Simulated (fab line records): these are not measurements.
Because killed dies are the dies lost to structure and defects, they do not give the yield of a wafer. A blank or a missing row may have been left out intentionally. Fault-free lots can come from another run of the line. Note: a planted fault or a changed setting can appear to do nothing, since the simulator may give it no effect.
fab line records | flow nand-harc
record: lots: 12 | wafers: 35 | last-day: 24
route steps=1159 shown A_M0@1003 END@1159
lots untouched by any fault: they come from a run of this same line in which no faults occurred
start-h: hours from the record's opening day to when the first of the lot's shown wafers began | wait-h: hours elapsed since this lot's preceding step | " same as the row above | L1.1+2: a single row standing in for several wafers | - either no value or no given start | * or withheld: withheld | < > ~ a bound
route shown NAME@n: names a module that has steps shown in the file, with the first one's number in the route | usual: mean and standard deviation over wafers with no fault | same: alike in all rows | chamber/n: place in a boat | sites: each site's reading | _std_site: standard deviation of those values | _edge_site: inner sites' mean taken away from outer sites' mean | radius-mm: how far each site lies from the wafer's centre | mask NAME#n: copy n | behind: the most recent tool/chamber to have shaped the wafer | hold: cause of the lot's hold/its duration in hours/its outcome | device: transistor that didn't switch, given as n, p or np | end of line: the tests these same wafers got at the end of their route | for a step that has no rows: nothing shown but its recipe | killed: count of dies lost to structure and defects at first sort (not the wafer's yield) | map: the dies of a wafer, with x for killed, . for not killed, _ for no die there
set.NAME: setting as actually run; set.NAME@STEP: the setting as run at that earlier step | model.NAME: the simulator's own value behind a step, which no gauge read
a sample of lots followed through the steps of the route, with each step as a table and each wafer as a row
services: when a tool's chamber went out of use (start-h, in hours from the record's first day, below 0 if earlier), for how many hours, and the reason
== steps ==
step: NHARC_A_M0_DEVELOP_08
recipe: develop-time-s: 35 | dev-temp-c: 23
lot.wafer  | tool           | chamber | start-h | wait-h
L325.1+5+6 | litho-track-04 | 0       | 398     | -
L330.1+4+5 | litho-track-06 | 0       | 405     | -
L328.2+3+4 | litho-track-01 | 0       | 409     | -
L331.3+5+6 | litho-track-01 | 0       | 425     | -
L329.2+4+5 | litho-track-04 | 0       | 438     | -
L336.1+3+4 | litho-track-04 | 0       | 473     | -
L340.2+4+5 | litho-track-04 | 0       | 504     | -
L341.2+3+6 | litho-track-01 | 0       | 504     | -
L342.3+4+6 | litho-track-06 | 0       | 509     | -
L344.2+3+5 | litho-track-04 | 0       | 514     | -
L347.1+4   | litho-track-04 | 0       | 533     | -
L348.1+4+6 | litho-track-06 | 0       | 537     | -
step: NHARC_A_M0_CD_MEAS_09
recipe: target-cd-nm: 80 | landing-energy-ev: 500
usual: cd-nm: 80.3/0.92
lot.wafer | tool      | chamber | start-h | wait-h | cd-nm
L325.1    | cd-sem-02 | 0       | 398.42  | -      | 81.1
L325.5    | "         | 0       | "       | "      | 80.6
L325.6    | "         | 0       | "       | "      | 80.5
L330.1    | cd-sem-02 | 0       | 405.36  | -      | 78.5
L330.4    | "         | 0       | "       | "      | 79.1
L330.5    | "         | 0       | "       | "      | 79.3
L328.2    | cd-sem-03 | 0       | 409.68  | -      | 81.3
L328.3    | "         | 0       | "       | "      | 81.1
L328.4    | "         | 0       | "       | "      | 80.1
L331.3    | cd-sem-02 | 0       | 425.32  | -      | 80.9
L331.5    | "         | 0       | "       | "      | 80.4
L331.6    | "         | 0       | "       | "      | 81.5
L329.2    | cd-sem-03 | 0       | 438.86  | -      | 80.8
L329.4    | "         | 0       | "       | "      | 80.6
L329.5    | "         | 0       | "       | "      | 81.1
L336.1    | cd-sem-02 | 0       | 474.06  | -      | 79.8
L336.3    | "         | 0       | "       | "      | 80.2
L336.4    | "         | 0       | "       | "      | 79.9
L340.2    | cd-sem-03 | 0       | 504.14  | -      | 80.0
L340.4    | "         | 0       | "       | "      | 80.2
L340.5    | "         | 0       | "       | "      | 76.4
L341.2    | cd-sem-03 | 0       | 504.52  | -      | 83.0
L341.3    | "         | 0       | "       | "      | 80.9
L341.6    | "         | 0       | "       | "      | 80.2
L342.3    | cd-sem-01 | 0       | 509.42  | -      | 79.6
L342.4    | "         | 0       | "       | "      | 80.4
L342.6    | "         | 0       | "       | "      | 79.3
L344.2    | cd-sem-01 | 0       | 514.75  | -      | 81.0
L344.3    | "         | 0       | "       | "      | 80.7
L344.5    | "         | 0       | "       | "      | 77.2
L347.1    | cd-sem-02 | 0       | 533.61  | -      | 76.3
L347.4    | "         | 0       | "       | "      | 80.2
L348.1    | cd-sem-01 | 0       | 537.08  | -      | 79.2
L348.4    | "         | 0       | "       | "      | 78.7
L348.6    | "         | 0       | "       | "      | 78.7
step: NHARC_A_M0_OVL_MEAS_10
recipe: pitch-nm: 160
usual: overlay-x-nm: -0.1/0.77 | overlay-y-nm: 0.1/0.9
lot.wafer | tool       | chamber | start-h | wait-h | overlay-x-nm | overlay-y-nm
L325.1    | overlay-02 | -       | 398.50  | -      | 0.0          | 2.3
L325.5    | "          | -       | "       | "      | 0.1          | 1.7
L325.6    | "          | -       | "       | "      | 0.0          | 2.2
L330.1    | overlay-01 | -       | 405.46  | -      | 0.2          | -0.7
L330.4    | "          | -       | "       | "      | 0.0          | -0.3
L330.5    | "          | -       | "       | "      | 0.2          | -0.1
L328.2    | overlay-01 | -       | 409.77  | -      | -0.7         | 1.1
L328.3    | "          | -       | "       | "      | -0.8         | 0.3
L328.4    | "          | -       | "       | "      | -1.4         | 0.5
L331.3    | overlay-02 | -       | 425.40  | -      | -0.3         | -2.4
L331.5    | "          | -       | "       | "      | -0.7         | -2.4
L331.6    | "          | -       | "       | "      | -0.9         | -2.5
L329.2    | overlay-01 | -       | 438.94  | -      | 0.3          | 0.3
L329.4    | "          | -       | "       | "      | 0.1          | 0.1
L329.5    | "          | -       | "       | "      | 0.1          | 0.1
L336.1    | overlay-02 | -       | 474.15  | -      | -0.5         | -0.2
L336.3    | "          | -       | "       | "      | 0.1          | -0.9
L336.4    | "          | -       | "       | "      | -0.4         | -0.5
L340.2    | overlay-01 | -       | 504.22  | -      | -0.2         | -1.3
L340.4    | "          | -       | "       | "      | 0.2          | -1.3
L340.5    | "          | -       | "       | "      | 0.4          | -1.6
L341.2    | overlay-02 | -       | 504.61  | -      | -0.6         | 0.2
L341.3    | "          | -       | "       | "      | -0.7         | -0.4
L341.6    | "          | -       | "       | "      | -1.1         | -0.7
L342.3    | overlay-02 | -       | 509.51  | -      | -0.9         | 1.4
L342.4    | "          | -       | "       | "      | -0.7         | 0.8
L342.6    | "          | -       | "       | "      | -0.7         | 1.0
L344.2    | overlay-01 | -       | 514.84  | -      | -0.9         | 0.7
L344.3    | "          | -       | "       | "      | -0.7         | 1.2
L344.5    | "          | -       | "       | "      | -0.9         | 0.7
L347.1    | overlay-02 | -       | 533.72  | -      | 0.8          | 0.5
L347.4    | "          | -       | "       | "      | 0.6          | 0.4
L348.1    | overlay-02 | -       | 537.17  | -      | -0.8         | -0.2
L348.4    | "          | -       | "       | "      | -1.1         | 0.4
L348.6    | "          | -       | "       | "      | -0.5         | 0.4
step: NHARC_A_M0_STRIP_18
recipe: power-w: 1000 | n2-flow-sccm: 150 | h2-flow-sccm: 150 | ar-flow-sccm: 0 | bias-w: 0 | chemistry: N2/H2
usual: drypump-motor-current-A: 5.8/0.5 | oes-product-au: 1.002/0.012 | rf-fwd-power-W: 997/3.3 | rf-vpp-V: 90.7/1 | showerhead-plenum-p-Torr: 2.03/0.11 | throttle-valve-pct: 14.171/0.01
lot.wafer | tool        | chamber | start-h | wait-h | drypump-motor-current-A | oes-product-au | rf-fwd-power-W | rf-hours-counter-h | rf-vpp-V | showerhead-plenum-p-Torr | throttle-valve-pct
L325.1    | rie-diel-13 | 3       | 399.04  | 0.1    | 5.0                     | 1.005          | 1001           | 9                  | 89.5     | 1.98                     | 14.172
L325.6    | "           | 3       | "       | "      | 5.0                     | 1.021          | 996            | -                  | 91.4     | 1.98                     | 14.155
L325.5    | "           | 0       | "       | "      | 6.7                     | 1.000          | 1000           | -                  | 90.7     | 1.91                     | 14.155
L330.4    | rie-diel-13 | 2       | 406.00  | 0.1    | 5.9                     | 1.013          | 1002           | 10                 | 89.4     | 1.90                     | 14.170
L330.1    | "           | 3       | "       | "      | 5.1                     | 1.018          | 1001           | 10                 | 91.1     | 1.98                     | 14.152
L330.5    | "           | 0       | "       | "      | 6.7                     | 1.002          | 996            | -                  | 89.4     | 1.91                     | 14.184
L328.4    | rie-diel-06 | 0       | 410.24  | 0.1    | 5.2                     | 1.008          | 996            | 11                 | 89.9     | 2.11                     | 14.166
L328.3    | "           | 2       | "       | "      | 5.3                     | 1.000          | 998            | 10                 | 91.0     | 2.01                     | 14.156
L328.2    | "           | 3       | "       | "      | 5.4                     | 1.001          | 990            | 11                 | 91.9     | 2.15                     | 14.154
L331.3    | rie-diel-13 | 2       | 425.95  | 0.1    | 6.0                     | 1.004          | 997            | 12                 | 91.0     | 1.90                     | 14.166
L331.5    | "           | 3       | "       | "      | 5.0                     | 1.008          | 998            | -                  | 90.2     | 1.98                     | 14.184
L331.6    | "           | 0       | "       | "      | 6.7                     | 0.992          | 996            | -                  | 89.2     | 1.91                     | 14.179
L329.4    | rie-diel-13 | 2       | 439.44  | 0.1    | 6.0                     | 1.015          | 1000           | 13                 | 90.3     | 1.90                     | 14.176
L329.2    | "           | 0       | "       | "      | 6.7                     | 0.999          | 994            | 11                 | 90.0     | 1.91                     | 14.175
L329.5    | "           | 2       | "       | "      | 5.9                     | 1.006          | 997            | -                  | 91.5     | 1.90                     | 14.159
L336.1    | rie-diel-06 | 3       | 474.64  | 0.1    | 5.4                     | 0.984          | 999            | 4                  | 90.1     | 2.15                     | 14.161
L336.3    | "           | 0       | "       | "      | 5.2                     | 0.999          | 1000           | 3                  | 91.1     | 2.10                     | 14.184
L336.4    | "           | 1       | "       | "      | 5.9                     | 0.988          | 996            | 3                  | 90.9     | 2.20                     | 14.174
L340.2    | rie-diel-13 | 2       | 504.77  | 0.1    | 6.0                     | 1.003          | 993            | 3                  | 88.8     | 1.90                     | 14.183
L340.5    | "           | 2       | "       | "      | 5.9                     | 1.005          | 1001           | -                  | 90.8     | 1.90                     | 14.181
L340.4    | "           | 3       | "       | "      | 5.0                     | 0.989          | 999            | -                  | 90.3     | 1.97                     | 14.161
L341.2    | rie-diel-12 | 3       | 505.08  | 0.1    | 6.2                     | 1.009          | 998            | 8                  | 90.5     | 2.18                     | 14.156
L341.3    | "           | 0       | "       | "      | 5.7                     | 0.996          | 996            | 7                  | 90.5     | 1.94                     | 14.178
L341.6    | "           | 3       | "       | "      | 6.2                     | 1.008          | 1001           | -                  | 92.3     | 2.18                     | 14.178
L342.3    | rie-diel-13 | 3       | 510.02  | 0.1    | 5.0                     | 0.987          | 1000           | 4                  | 89.3     | 1.97                     | 14.166
L342.4    | "           | 2       | "       | "      | 5.9                     | 0.999          | 995            | -                  | 89.6     | 1.90                     | 14.176
L342.6    | "           | 3       | "       | "      | 5.0                     | 0.992          | 1003           | -                  | 89.9     | 1.97                     | 14.159
L344.2    | rie-diel-06 | 0       | 515.34  | 0.1    | 5.2                     | 1.001          | 991            | 6                  | 92.0     | 2.10                     | 14.186
L344.3    | "           | 2       | "       | "      | 5.4                     | 0.982          | 997            | 6                  | 89.5     | 2.01                     | 14.177
L344.5    | "           | 3       | "       | "      | 5.4                     | 0.981          | 1002           | -                  | 90.9     | 2.15                     | 14.167
L347.1    | rie-diel-12 | 0       | 534.19  | 0.1    | 5.6                     | 0.994          | 1001           | 9                  | 89.4     | 1.94                     | 14.189
L347.4    | "           | 1       | "       | "      | 5.8                     | 0.997          | 990            | 10                 | 90.2     | 1.89                     | 14.170
L348.4    | rie-diel-06 | 2       | 537.65  | 0.1    | 5.4                     | 0.985          | 992            | 8                  | 90.9     | 2.00                     | 14.184
L348.1    | "           | 1       | "       | "      | 5.8                     | 0.996          | 997            | 7                  | 91.1     | 2.19                     | 14.173
L348.6    | "           | 3       | "       | "      | 5.3                     | 0.981          | 1000           | -                  | 90.0     | 2.15                     | 14.183
step: NHARC_A_M0_ANNEAL_30
recipe: temp-c: 225 | time-s: 90
usual: anneal-temp-c-max: 225.95/0.29 | wafer_temp_C_max: 226.3/0.38
lot.wafer | tool          | chamber | start-h | wait-h | anneal-temp-c-max | wafer_temp_C_max
L325.1    | rtp-anneal-01 | 0       | 400.36  | -      | 226.13            | 226.5
L325.5    | "             | 0       | "       | "      | 226.22            | 226.9
L325.6    | "             | 0       | "       | "      | 225.99            | 226.3
L330.1    | rtp-anneal-02 | 0       | 407.29  | 0.3    | 225.41            | 225.8
L330.4    | "             | 0       | "       | "      | 225.63            | 225.5
L330.5    | "             | 0       | "       | "      | 225.45            | 225.5
L328.2    | rtp-anneal-02 | 0       | 411.60  | 0.4    | 226.16            | 225.8
L328.3    | "             | 0       | "       | "      | 225.48            | 225.8
L328.4    | "             | 0       | "       | "      | 225.55            | 225.8
L331.3    | rtp-anneal-01 | 0       | 427.49  | -      | 226.37            | 226.4
L331.5    | "             | 0       | "       | "      | 226.05            | 226.5
L331.6    | "             | 0       | "       | "      | 226.23            | 226.5
L329.2    | rtp-anneal-01 | 0       | 440.74  | -      | 226.11            | 226.1
L329.4    | "             | 0       | "       | "      | 226.14            | 227.1
L329.5    | "             | 0       | "       | "      | 226.14            | 226.0
L336.1    | rtp-anneal-01 | 0       | 475.89  | -      | 226.29            | 225.9
L336.3    | "             | 0       | "       | "      | 226.24            | 226.2
L336.4    | "             | 0       | "       | "      | 226.02            | 226.2
L340.2    | rtp-anneal-01 | 0       | 506.12  | 0.3    | 225.84            | 226.8
L340.4    | "             | 0       | "       | "      | 225.90            | 226.5
L340.5    | "             | 0       | "       | "      | 226.10            | 226.3
L341.2    | rtp-anneal-02 | 0       | 506.44  | 0.4    | 225.73            | 226.3
L341.3    | "             | 0       | "       | "      | 225.55            | 226.0
L341.6    | "             | 0       | "       | "      | 225.71            | 225.8
L342.3    | rtp-anneal-01 | 0       | 511.59  | 0.4    | 226.07            | 226.3
L342.4    | "             | 0       | "       | "      | 226.13            | 227.1
L342.6    | "             | 0       | "       | "      | 226.10            | 226.6
L344.2    | rtp-anneal-01 | 0       | 516.85  | -      | 225.92            | 227.0
L344.3    | "             | 0       | "       | "      | 225.63            | 226.8
L344.5    | "             | 0       | "       | "      | 226.36            | 226.3
L347.1    | rtp-anneal-01 | 0       | 535.47  | -      | 226.20            | 226.1
L347.4    | "             | 0       | "       | "      | 226.08            | 226.0
L348.1    | rtp-anneal-01 | 0       | 538.96  | -      | 225.77            | 226.1
L348.4    | "             | 0       | "       | "      | 225.94            | 226.8
L348.6    | "             | 0       | "       | "      | 226.12            | 225.9
step: NHARC_END_SORT_01
recipe: temp-c: 25
usual: defect-limited-yield: 95.4/1.7 | killed-at-array: 28/11 | killed-at-other: 0.6/0.85 | killed-at-periphery: 2.8/2.3 | killed-dies: 31/11 | killed-open: 3.1/1.6 | killed-short: 2.0/1.4 | sort_bin_2_pct: 1.4/0.73 | sort_bin_3_pct: 0.27/0.23 | sort_bin_4_pct: 2.9/1.1 | sort-n-pass: 646/11 | sort-rim-yield-pct: 95/3.2 | sort-yield-pct: 95.4/1.7
same: gross-dies: 677 | sort_bin_5_pct[%]: 0 | sort_bin_6_pct[%]: 0 | sort_bin_7_pct[%]: 0 | sort_bin_8_pct[%]: 0 | sort-rim-n-gross: 106.00
lot.wafer | tool      | chamber | start-h | wait-h | defect-limited-yield[%] | killed-at-array | killed-at-other | killed-at-periphery | killed-dies | killed-open | killed-short | sort_bin_2_pct[%] | sort_bin_3_pct[%] | sort_bin_4_pct[%] | sort-n-pass | sort-rim-yield-pct[%] | sort-yield-pct[%]
L330.1    | prober-01 | 0       | 451.52  | 2.5    | 95.9                    | 22              | 1               | 5                   | 28          | 5           | 3            | 1.2               | 0.44              | 2.5               | 649         | 97                    | 95.9
L330.4    | prober-01 | 0       | 453.91  | 3.4    | 95.6                    | 28              | 0               | 2                   | 30          | 2           | 2            | 1.2               | 0.15              | 3.1               | 647         | 93                    | 95.6
L330.5    | prober-01 | 0       | 454.71  | 3.7    | 95.6                    | 27              | 0               | 3                   | 30          | 4           | 3            | 1.0               | 0.59              | 2.8               | 647         | 96                    | 95.6
L328.2    | prober-01 | 0       | 460.11  | 2.8    | 95.6                    | 28              | 1               | 1                   | 30          | 3           | 0            | 1.3               | 0.15              | 3.0               | 647         | 96                    | 95.6
L328.3    | prober-01 | 0       | 460.90  | 3.1    | 94.8                    | 31              | 1               | 3                   | 35          | 4           | 1            | 1.0               | 0.44              | 3.7               | 642         | 90                    | 94.8
L328.4    | prober-01 | 0       | 461.69  | 3.4    | 95.0                    | 34              | 0               | 0                   | 34          | 5           | 0            | 1.9               | 0.15              | 3.0               | 643         | 98                    | 95.0
L340.2    | prober-02 | 0       | 544.57  | 2.8    | 96.0                    | 25              | 1               | 1                   | 27          | 6           | 3            | 0.9               | 0.30              | 2.8               | 650         | 97                    | 96.0
L340.4    | prober-02 | 0       | 546.16  | 3.4    | 96.3                    | 23              | 0               | 2                   | 25          | 5           | 3            | 1.3               | 0.30              | 2.1               | 652         | 92                    | 96.3
L340.5    | prober-02 | 0       | 546.95  | 3.7    | 95.1                    | 30              | 0               | 3                   | 33          | 4           | 1            | 0.7               | 0.89              | 3.2               | 644         | 100                   | 95.1
L341.2    | prober-01 | 0       | 544.60  | 2.8    | 94.7                    | 28              | 2               | 6                   | 36          | 2           | 2            | 1.3               | 0.15              | 3.8               | 641         | 94                    | 94.7
L341.3    | prober-01 | 0       | 545.41  | 3.1    | 93.8                    | 38              | 0               | 4                   | 42          | 4           | 2            | 2.5               | 0.30              | 3.4               | 635         | 94                    | 93.8
L341.6    | prober-01 | 0       | 547.82  | 4.0    | 95.9                    | 20              | 1               | 7                   | 28          | 3           | 3            | 1.6               | 0                 | 2.5               | 649         | 95                    | 95.9
L344.2    | prober-01 | 0       | 557.13  | 2.8    | 91.9                    | 51              | 0               | 4                   | 55          | 5           | 1            | 2.2               | 0.59              | 5.3               | 622         | 93                    | 91.9
L344.3    | prober-01 | 0       | 557.93  | 3.1    | 93.5                    | 41              | 0               | 3                   | 44          | 4           | 0            | 2.4               | 0.15              | 4.0               | 633         | 92                    | 93.5
L344.5    | prober-01 | 0       | 559.52  | 3.7    | 92.8                    | 45              | 0               | 4                   | 49          | 3           | 1            | 1.9               | 0.59              | 4.7               | 628         | 92                    | 92.8
killed by level:class
L330.1 A_SLIT:chamber-film-flake=6 P_M0:geometric-particle:open=3 A_CHANNEL_HOLE_D1:chamber-film-flake=3 A_BONDPAD:chamber-film-flake=3 A_WL_FILL:geometric-particle:short=2 A_ZERO_WELL:chamber-film-flake=2 A_STAIRCASE:chamber-film-flake=2 P_CONTACT:geometric-particle:short=1
L330.4 A_SLIT:chamber-film-flake=14 A_CHANNEL_HOLE_D1:chamber-film-flake=3 A_WL_FILL:chamber-film-flake=3 A_BONDPAD:chamber-film-flake=3 P_M0:geometric-particle:open=1 A_WL_FILL:geometric-particle:short=1 A_CONTACT:geometric-particle:open=1 A_M0:geometric-particle:short=1
L330.5 A_SLIT:chamber-film-flake=10 A_CHANNEL_HOLE_D1:chamber-film-flake=4 A_BONDPAD:chamber-film-flake=3 P_M0:geometric-particle:open=2 A_STAIRCASE:chamber-film-flake=2 A_ONON_D1:geometric-particle:short=1 A_CHANNEL_FILL_D1:geometric-particle:open=1 A_WL_FILL:geometric-particle:open=1
L328.2 A_SLIT:chamber-film-flake=14 A_CHANNEL_HOLE_D1:chamber-film-flake=9 A_SGD_CUT:geometric-particle:open=1 A_CONTACT:geometric-particle:open=1 A_M0:geometric-particle:open=1 P_CONTACT:chamber-film-flake=1 A_STAIRCASE:chamber-film-flake=1 A_CONTACT:chamber-film-flake=1
L328.3 A_CHANNEL_HOLE_D1:chamber-film-flake=12 A_SLIT:chamber-film-flake=7 A_STAIRCASE:chamber-film-flake=3 A_ONON_D1:geometric-particle:open=2 P_CONTACT:chamber-film-flake=2 A_WL_FILL:chamber-film-flake=2 A_CONTACT:chamber-film-flake=2 A_CHANNEL_FILL_D1:geometric-particle:open=1
L328.4 A_CHANNEL_HOLE_D1:chamber-film-flake=16 A_SLIT:chamber-film-flake=7 A_CONTACT:chamber-film-flake=3 A_CONTACT:geometric-particle:open=2 A_STAIRCASE:chamber-film-flake=2 A_ONON_D1:geometric-particle:open=1 A_CHANNEL_FILL_D1:geometric-particle:open=1 A_BLC:geometric-particle:open=1
L340.2 A_CHANNEL_HOLE_D1:chamber-film-flake=14 A_M0:geometric-particle:open=4 A_CONTACT:chamber-film-flake=2 P_GATE:geometric-particle:open=1 A_CHANNEL_HOLE_D1:geometric-particle:short=1 A_SGD_CUT:geometric-particle:short=1 A_M1:geometric-particle:open=1 STARTING-WAFER:geometric-particle:short=1
L341.2 A_SLIT:chamber-film-flake=16 A_CONTACT:chamber-film-flake=7 P_ZERO_WELL:chamber-film-flake=5 A_CHANNEL_HOLE_D1:chamber-film-flake=2 THIN_TSV:chamber-film-flake=2 P_M0:geometric-particle:open=1 A_ONON_D1:geometric-particle:short=1 A_CONTACT:geometric-particle:open=1
L341.3 A_CONTACT:chamber-film-flake=14 A_SLIT:chamber-film-flake=11 A_CHANNEL_HOLE_D1:chamber-film-flake=4 P_ZERO_WELL:chamber-film-flake=3 A_STAIRCASE:chamber-film-flake=3 A_BLC:geometric-particle:open=2 P_M2:geometric-particle:open=1 A_SOURCE_PLATE:geometric-particle:short=1
L340.4 A_CHANNEL_HOLE_D1:chamber-film-flake=14 A_M0:geometric-particle:open=2 A_CHANNEL_FILL_D1:chamber-film-flake=2 P_STI:geometric-particle:open=1 P_M1:geometric-particle:short=1 A_CHANNEL_HOLE_D1:geometric-particle:open=1 A_CHANNEL_FILL_D1:geometric-particle:open=1 A_SGD_CUT:geometric-particle:short=1
L340.5 A_CHANNEL_HOLE_D1:chamber-film-flake=21 A_CONTACT:chamber-film-flake=3 P_CONTACT:chamber-film-flake=2 P_CONTACT:geometric-particle:open=1 A_CHANNEL_FILL_D1:geometric-particle:open=1 A_CHANNEL_FILL_D1:geometric-particle:short=1 A_CONTACT:geometric-particle:open=1 A_M0:geometric-particle:open=1
L341.6 A_SLIT:chamber-film-flake=11 P_ZERO_WELL:chamber-film-flake=3 A_WL_FILL:geometric-particle:short=2 A_CHANNEL_HOLE_D1:chamber-film-flake=2 A_CONTACT:chamber-film-flake=2 P_CONTACT:geometric-particle:open=1 P_M2:geometric-particle:open=1 A_CONTACT:geometric-particle:open=1
L344.2 A_CHANNEL_HOLE_D1:chamber-film-flake=24 A_SLIT:chamber-film-flake=19 A_WL_FILL:chamber-film-flake=2 A_CONTACT:chamber-film-flake=2 P_M0:geometric-particle:short=1 P_M0:geometric-particle:open=1 A_CHANNEL_HOLE_D1:geometric-particle:open=1 A_CHANNEL_FILL_D1:geometric-particle:open=1
L344.3 A_SLIT:chamber-film-flake=16 A_CHANNEL_HOLE_D1:chamber-film-flake=13 A_CONTACT:chamber-film-flake=7 P_ZERO_WELL:chamber-film-flake=2 P_M0:geometric-particle:open=1 A_CHANNEL_FILL_D1:geometric-particle:open=1 A_M0:geometric-particle:open=1 A_M1:geometric-particle:open=1
L344.5 A_CHANNEL_HOLE_D1:chamber-film-flake=21 A_SLIT:chamber-film-flake=18 A_CONTACT:chamber-film-flake=3 P_STI:geometric-particle:open=1 P_CONTACT:geometric-particle:open=1 A_SGD_CUT:geometric-particle:open=1 A_M0:geometric-particle:short=1 P_ZERO_WELL:chamber-film-flake=1
== services ==
tool           | chamber | start-h | hours | kind
rie-diel-12    | -       | 379.40  | 9.0   | pm
rie-diel-13    | 0       | 383.43  | -     | clean
rie-diel-13    | 1       | 383.43  | -     | clean
rie-diel-13    | 2       | 383.43  | -     | clean
rie-diel-13    | 3       | 383.43  | -     | clean
rie-diel-12    | 0       | 389.24  | 11.2  | repair
rie-diel-13    | 0       | 407.93  | -     | clean
rie-diel-13    | 1       | 407.93  | -     | clean
rie-diel-13    | 2       | 407.93  | -     | clean
rie-diel-13    | 3       | 407.93  | -     | clean
rie-diel-12    | 2       | 413.79  | 5.4   | repair
rie-diel-06    | -       | 418.20  | 9.0   | pm
rie-diel-13    | 0       | 432.43  | -     | clean
rie-diel-13    | 1       | 432.43  | -     | clean
rie-diel-06    | 0       | 432.96  | 1.4   | repair
litho-track-01 | -       | 443.00  | 7.0   | pm
rie-diel-06    | 1       | 448.11  | 5.5   | repair
rie-diel-13    | -       | 453.00  | 9.0   | pm
litho-track-06 | -       | 467.00  | 7.0   | pm
rie-diel-13    | 0       | 473.94  | 9.2   | repair
litho-track-04 | -       | 491.00  | 7.0   | pm
rie-diel-13    | 0       | 503.19  | 11.3  | repair
rie-diel-06    | 3       | 519.51  | 2.8   | repair
rie-diel-06    | 0       | 525.49  | 6.9   | repair
== key ==
first-sign: step: NHARC_A_M0_CD_MEAS_09 | reading: cd-nm | direction: down | sigmas: 3.9 | usual: 80.3 | struck: 76.6
effect none on later readings
met-at NHARC_A_M0_DEVELOP_08
struck-lots L340,L344,L347
struck-wafers L340.5,L344.5,L347.1
sort-left-out L347.1
not-acting-at NHARC_A_M0_OVL_MEAS_10,NHARC_A_M0_STRIP_18,NHARC_A_M0_ANNEAL_30
onset-between 473 504
fault: kind: process-parameter-drift | tool: litho-track-04 | chamber: - | onset-h: 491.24 | steps: NHARC_A_M0_DEVELOP_08 | channel: develop-time-s | offset: * | shape: step | end-h: 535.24 | scope: struck-wafers-only | acts-in: * | stated: *
sort-left-out: the simulated sort isn't trusted on such a fault, so these wafers' sort isn't shown, and their yield isn't known
